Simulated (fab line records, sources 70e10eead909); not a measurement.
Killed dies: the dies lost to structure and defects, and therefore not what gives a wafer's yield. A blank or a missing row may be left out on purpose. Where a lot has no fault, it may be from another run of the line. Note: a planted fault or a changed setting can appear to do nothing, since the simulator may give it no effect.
Chamber matching || flow nandHarc || aldHk-02 running NHARC_A_STAIRCASE_ALD_415: 4 sister chambers
The step deposits SiO2, target thk 30 nm, pulse time 6 s, ald cycles 300. 4 wafers are shown with their chamber, then 12 later ones without.

== EACH WAFER AND ITS CHAMBER ==
{"wafer": "L083.6", "chamber": 1, "heaterPowerW (W)": 487}
{"wafer": "L084.2", "chamber": 2, "heaterPowerW (W)": 412}
{"wafer": "L084.3", "chamber": 3, "heaterPowerW (W)": 493}
{"wafer": "L084.6", "chamber": 0, "heaterPowerW (W)": 491}

== WAFERS MISSING THEIR CHAMBER ==
{"wafer": "L090.1", "heaterPowerW (W)": 464}
{"wafer": "L090.3", "heaterPowerW (W)": 469}
{"wafer": "L090.6", "heaterPowerW (W)": 402}
{"wafer": "L091.2", "heaterPowerW (W)": 481}
{"wafer": "L091.3", "heaterPowerW (W)": 476}
{"wafer": "L091.4", "heaterPowerW (W)": 469}
{"wafer": "L093.1", "heaterPowerW (W)": 407}
{"wafer": "L093.3", "heaterPowerW (W)": 467}
{"wafer": "L093.4", "heaterPowerW (W)": 470}
{"wafer": "L094.1", "heaterPowerW (W)": 469}
{"wafer": "L094.3", "heaterPowerW (W)": 398}
{"wafer": "L094.6", "heaterPowerW (W)": 469}

== WHICH CHAMBER EACH WENT THROUGH ==
{"wafer": "L090.1", "from the rows above": "can't be placed: 1 or 0 or 3 or 2", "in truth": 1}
{"wafer": "L090.3", "from the rows above": "can't be placed: 1 or 0 or 3", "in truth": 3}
{"wafer": "L090.6", "from the rows above": 2, "in truth": 2}
{"wafer": "L091.2", "from the rows above": "can't be placed: 1 or 0 or 3", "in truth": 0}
{"wafer": "L091.3", "from the rows above": "can't be placed: 1 or 0 or 3", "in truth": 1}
{"wafer": "L091.4", "from the rows above": "can't be placed: 1 or 0 or 3", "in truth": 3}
{"wafer": "L093.1", "from the rows above": 2, "in truth": 2}
{"wafer": "L093.3", "from the rows above": "can't be placed: 1 or 0 or 3", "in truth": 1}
{"wafer": "L093.4", "from the rows above": "can't be placed: 1 or 0 or 3", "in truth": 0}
{"wafer": "L094.1", "from the rows above": "can't be placed: 1 or 0 or 3", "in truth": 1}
{"wafer": "L094.3", "from the rows above": 2, "in truth": 2}
{"wafer": "L094.6", "from the rows above": "can't be placed: 1 or 0 or 3", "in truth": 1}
Correctly placed: 3 of 12. These rows do not allow placing 9 (true chamber among the candidates in 9). Wrongly placed: 0.
How it was worked out, from the rows above alone: a wafer's distance from a chamber is the root of the sum, over the readings, of the square of ((its reading less the chamber's mean) divided by the reading's scatter). The wafer belongs to the nearest chamber; if the next one is less than 2 further off, it can't be placed. For every chamber, the mean is computed from those of its wafers that are shown. The scatter (one wafer shown for each chamber): square how far every hidden wafer sits from the nearest shown wafer, average those squares and take the square root.
